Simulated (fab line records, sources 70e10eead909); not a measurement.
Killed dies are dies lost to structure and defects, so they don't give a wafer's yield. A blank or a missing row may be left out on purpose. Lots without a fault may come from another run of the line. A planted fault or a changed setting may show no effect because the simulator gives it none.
Which tool did it? | flow nand_harc | 13 lots, 37 wafers sampled, at 5 steps of a route of 1302

WHAT THE GAUGES READ, wafer by wafer
NHARC_END_SORT_01. Usual: killed_at_array 52, standard deviation 16; killed_at_other 0.8, standard deviation 1.1; killed_at_periphery 4.2, standard deviation 2.5; killed_dies 57, standard deviation 16; killed_open 3.4, standard deviation 2; killed_short 2.6, standard deviation 1.6.
lot  | measured     | on        | killed_at_array | killed_at_other | killed_at_periphery | killed_dies | killed_open | killed_short | flag
L683 | day 26 12:02 | prober-01 | 673 19          | 1 0             | 2 3                 | 676 22      | 4 2         | 0 5          | OFF
L685 | day 27 12:41 | prober-02 | 42 667          | 5 4             | 4 5                 | 51 676      | 3 7         | 2 6          | OFF
L687 | day 28 20:37 | prober-02 | 43 49 51        | 0 1 2           | 8 7 4               | 51 57 57    | 1 5 3       | 1 1 2        |

WHICH TOOL RAN EACH LOT (tool, then ch and the chambers of the sampled wafers, then the start)
lot  | NHARC_A_STAIRCASE_TRIM_226                    | NHARC_A_STAIRCASE_ETCH_227                    | NHARC_A_STAIRCASE_TRIM_231                    | NHARC_A_STAIRCASE_ETCH_234
L677 | rie_diel-12 ch 1,2, day 15 20:22 or earlier   | rie_diel-12 ch 0,1,3, day 15 20:22 or earlier | rie_diel-13 ch 1,2,3, day 15 20:22 or earlier | rie_diel-13 ch 1,3, day 15 20:22
L678 | rie_diel-09 ch 0,1,2, day 16 06:22 or earlier | rie_diel-09 ch 1,2,3, day 16 06:22 or earlier | rie_diel-13 ch 1,3, day 16 06:22 or earlier   | rie_diel-13 ch 0,1,3, day 16 06:22
L680 | rie_diel-09 ch 0,2,3, day 17 01:21 or earlier | rie_diel-09 ch 0,1,3, day 17 01:21 or earlier | rie_diel-09 ch 2,3, day 17 01:21 or earlier   | rie_diel-09 ch 1,2, day 17 01:21
L681 | rie_diel-13 ch 0,3, day 17 02:04 or earlier   | rie_diel-13 ch 0,1, day 17 02:04 or earlier   | rie_diel-13 ch 2,3, day 17 02:04 or earlier   | rie_diel-13 ch 2,3, day 17 02:04
L679 | rie_diel-09 ch 0,1,3, day 18 00:24 or earlier | rie_diel-09 ch 0,1,3, day 18 00:24 or earlier | rie_diel-09 ch 0,1,3, day 18 00:24 or earlier | rie_diel-09 ch 0,2,3, day 18 00:24
L683 | rie_diel-13 ch 2,3, day 18 09:10 or earlier   | rie_diel-13 ch 1,2, day 18 09:10 or earlier   | rie_diel-09 ch 2, day 18 09:10 or earlier     | rie_diel-09 ch 1,2, day 18 09:10
L685 | rie_diel-09 ch 0,2, day 19 07:34 or earlier   | rie_diel-09 ch 1, day 19 07:34 or earlier     | rie_diel-09 ch 2,3, day 19 07:34 or earlier   | rie_diel-09 ch 0,2, day 19 07:34
L687 | rie_diel-12 ch 1,2, day 20 11:41 or earlier   | rie_diel-12 ch 1,2, day 20 11:41 or earlier   | rie_diel-13 ch 1,2,3, day 20 11:41 or earlier | rie_diel-13 ch 1,2,3, day 20 11:41
L691 | rie_diel-13 ch 0,1,3, day 22 14:13 or earlier | rie_diel-13 ch 1,2, day 22 14:13 or earlier   | rie_diel-09 ch 0,1, day 22 14:13 or earlier   | rie_diel-09 ch 0,1, day 22 14:13
L695 | rie_diel-12 ch 1,2, day 23 21:34 or earlier   | rie_diel-12 ch 0,1,2, day 23 21:34 or earlier | rie_diel-09 ch 0,2,3, day 23 21:34 or earlier | rie_diel-09 ch 0,1,3, day 23 21:34
L698 | rie_diel-12 ch 0,2,3, day 24 14:16 or earlier | rie_diel-12 ch 2,3, day 24 14:16 or earlier   | rie_diel-12 ch 0,2,3, day 24 14:16 or earlier | rie_diel-12 ch 0,2, day 24 14:16
L696 | rie_diel-12 ch 0,2,3, day 25 01:49 or earlier | rie_diel-12 ch 0,2,3, day 25 01:49 or earlier | rie_diel-13 ch 0,1,3, day 25 01:49 or earlier | rie_diel-13 ch 0,1, day 25 01:49
L700 | rie_diel-12 ch 0,1,2, day 25 13:42 or earlier | rie_diel-12 ch 2,3, day 25 13:42 or earlier   | rie_diel-09 ch 0,2,3, day 25 13:42 or earlier | rie_diel-09 ch 0,2,3, day 25 13:42
- NHARC_A_STAIRCASE_TRIM_226: chemistry O2, time 211.2 s.
- NHARC_A_STAIRCASE_ETCH_227: etches the open film in C4F8/O2, target depth 100 nm, time 40.5 s.
- NHARC_A_STAIRCASE_TRIM_231: chemistry O2, time 211.2 s.
- NHARC_A_STAIRCASE_ETCH_234: etches the open film in C4F8/O2, target depth 100 nm, time 40.5 s.

WHAT THE TOOLS THEMSELVES READ (means of the sampled wafers that have a number; where no wafer has one, the mark that the record gives instead)
NHARC_A_STAIRCASE_TRIM_226. Usual: drypump_motor_current_A 5.7 A, standard deviation 0.61; oes_product_au 1.001 a.u., standard deviation 0.0072; rf_vpp_V 57.7 V, standard deviation 0.92; showerhead_plenum_p_Torr 3.50 Torr, standard deviation 0.15; throttle_valve_pct 17.037 %, standard deviation 0.0081.
lot  | tool        | drypump_motor_current_A (A) | oes_product_au (a.u.) | rf_vpp_V (V) | showerhead_plenum_p_Torr (Torr) | throttle_valve_pct (%) | flag
L677 | rie_diel-12 | 5.4                         | 1.007                 | 57.3         | 3.46                            | 17.038                 |
L678 | rie_diel-09 | 5.5                         | 0.997                 | 57.8         | 3.46                            | 17.032                 |
L680 | rie_diel-09 | 5.8                         | 0.995                 | 58.4         | 3.59                            | 17.037                 |
L681 | rie_diel-13 | 5.5                         | 1.003                 | 57.3         | 3.56                            | 17.037                 |
L679 | rie_diel-09 | 5.7                         | 0.999                 | 57.0         | 3.48                            | 17.040                 |
L683 | rie_diel-13 | 5.4                         | 1.000                 | 56.5         | 3.51                            | 17.045                 |
L685 | rie_diel-09 | 5.5                         | 0.990                 | 58.4         | 3.54                            | 17.038                 |
L687 | rie_diel-12 | 5.3                         | 1.006                 | 57.2         | 3.44                            | 17.036                 |
L691 | rie_diel-13 | 5.6                         | 0.994                 | 58.0         | 3.48                            | 17.046                 |
L695 | rie_diel-12 | 5.3                         | 0.998                 | 58.7         | 3.42                            | 17.035                 |
L698 | rie_diel-12 | 5.9                         | 1.000                 | 59.0         | 3.61                            | 17.034                 |
L696 | rie_diel-12 | 5.9                         | 1.000                 | 58.2         | 3.61                            | 17.039                 |
L700 | rie_diel-12 | 5.4                         | 1.000                 | 57.4         | 3.53                            | 17.040                 |

NHARC_A_STAIRCASE_ETCH_227. Usual: oes_product_au 0.946 a.u., standard deviation 0.0081; rf_vpp_V 895 V, standard deviation 5.7.
lot  | tool        | oes_product_au (a.u.) | rf_vpp_V (V) | flag
L677 | rie_diel-12 | 0.944                 | 894          |
L678 | rie_diel-09 | 0.941                 | 895          |
L680 | rie_diel-09 | 0.943                 | 894          |
L681 | rie_diel-13 | 0.956                 | 893          |
L679 | rie_diel-09 | 0.949                 | 894          |
L683 | rie_diel-13 | 0.948                 | 894          |
L685 | rie_diel-09 | 0.939                 | 886          |
L687 | rie_diel-12 | 0.947                 | 893          |
L691 | rie_diel-13 | 0.941                 | 891          |
L695 | rie_diel-12 | 0.950                 | 897          |
L698 | rie_diel-12 | 0.948                 | 893          |
L696 | rie_diel-12 | 0.947                 | 899          |
L700 | rie_diel-12 | 0.932                 | 897          |

NHARC_A_STAIRCASE_TRIM_231. Usual: drypump_motor_current_A 5.7 A, standard deviation 0.6; oes_product_au 1.001 a.u., standard deviation 0.007; rf_vpp_V 57.7 V, standard deviation 0.9; showerhead_plenum_p_Torr 3.52 Torr, standard deviation 0.15; throttle_valve_pct 17.038 %, standard deviation 0.008.
lot  | tool        | drypump_motor_current_A (A) | oes_product_au (a.u.) | rf_vpp_V (V) | showerhead_plenum_p_Torr (Torr) | throttle_valve_pct (%) | flag
L677 | rie_diel-13 | 5.4                         | 0.997                 | 58.2         | 3.52                            | 17.035                 |
L678 | rie_diel-13 | 5.1                         | 1.006                 | 57.8         | 3.55                            | 17.036                 |
L680 | rie_diel-09 | 6.0                         | 1.003                 | 57.5         | 3.61                            | 17.035                 |
L681 | rie_diel-13 | 5.5                         | 1.008                 | 56.7         | 3.47                            | 17.039                 |
L679 | rie_diel-09 | 5.7                         | 0.998                 | 56.6         | 3.48                            | 17.040                 |
L683 | rie_diel-09 | 5.8                         | 0.998                 | 57.9         | 3.58                            | 17.041                 |
L685 | rie_diel-09 | 6.2                         | 0.999                 | 58.1         | 3.62                            | 17.032                 |
L687 | rie_diel-13 | 5.3                         | 1.006                 | 57.3         | 3.50                            | 17.031                 |
L691 | rie_diel-09 | 5.3                         | 0.996                 | 57.8         | 3.60                            | 17.044                 |
L695 | rie_diel-09 | 5.8                         | 0.994                 | 57.7         | 3.56                            | 17.032                 |
L698 | rie_diel-12 | 5.9                         | 0.998                 | 58.2         | 3.61                            | 17.039                 |
L696 | rie_diel-13 | 5.6                         | 0.996                 | 57.5         | 3.47                            | 17.043                 |
L700 | rie_diel-09 | 5.8                         | 1.003                 | 58.2         | 3.55                            | 17.031                 |

NHARC_A_STAIRCASE_ETCH_234. Usual: oes_product_au 0.947 a.u., standard deviation 0.01; rf_vpp_V 895 V, standard deviation 5.7.
lot  | tool        | oes_product_au (a.u.) | rf_vpp_V (V) | flag
L677 | rie_diel-13 | 0.947                 | 897          |
L678 | rie_diel-13 | 0.954                 | 895          |
L680 | rie_diel-09 | 0.942                 | 890          |
L681 | rie_diel-13 | 0.948                 | 894          |
L679 | rie_diel-09 | 0.939                 | 897          |
L683 | rie_diel-09 | 1.017                 | 891          | OFF
L685 | rie_diel-09 | 1.023                 | 896          | OFF
L687 | rie_diel-13 | 0.954                 | 895          |
L691 | rie_diel-09 | 0.951                 | 903          |
L695 | rie_diel-09 | 0.952                 | 900          |
L698 | rie_diel-12 | 0.945                 | 896          |
L696 | rie_diel-13 | 0.939                 | 891          |
L700 | rie_diel-09 | 0.950                 | 897          |

THE ANSWER, worked out from the rows above alone
Rule: a lot is off if the mean of its wafers that have a number lies more than 3 standard deviations from the usual mean. A lot without any number at a reading at which 4 lots or more have one is off too. The other lots that the step has rows for count as sound. The gauges are gone through in route order, then the tools' own readings, and for those a lot's mean is taken as printed above. The first step at which some lot is off is used, and at that step the reading that is off furthest; a lot without a number counts as furthest.
Off: L683, L685, at NHARC_END_SORT_01 (killed_dies). Neither off nor sound, because the step has no rows for them: L677, L678, L680, L681, L679, L691, L695, L698, L696, L700.
A tool fits if, at a process step before that reading, it ran every lot that is off, and no sound lot after the first of them. The gauges at NHARC_END_SORT_01 aren't tried: what is off there is off at NHARC_A_STAIRCASE_ETCH_234 too, on other tools, and a gauge's error can't cause that. NHARC_A_STAIRCASE_TRIM_226 gives no start for some lots, so the hours and the order of its lots are those of NHARC_A_STAIRCASE_ETCH_234. NHARC_A_STAIRCASE_ETCH_227 gives no start for some lots, so the hours and the order of its lots are those of NHARC_A_STAIRCASE_ETCH_234. NHARC_A_STAIRCASE_TRIM_231 gives no start for some lots, so the hours and the order of its lots are those of NHARC_A_STAIRCASE_ETCH_234. One fits: rie_diel-09 at NHARC_A_STAIRCASE_TRIM_231 and NHARC_A_STAIRCASE_ETCH_234. It ran no sound lot before its first lot that is off in this sample, so the start can't be narrowed down.

WHAT THE SIMULATOR HAD PUT IN
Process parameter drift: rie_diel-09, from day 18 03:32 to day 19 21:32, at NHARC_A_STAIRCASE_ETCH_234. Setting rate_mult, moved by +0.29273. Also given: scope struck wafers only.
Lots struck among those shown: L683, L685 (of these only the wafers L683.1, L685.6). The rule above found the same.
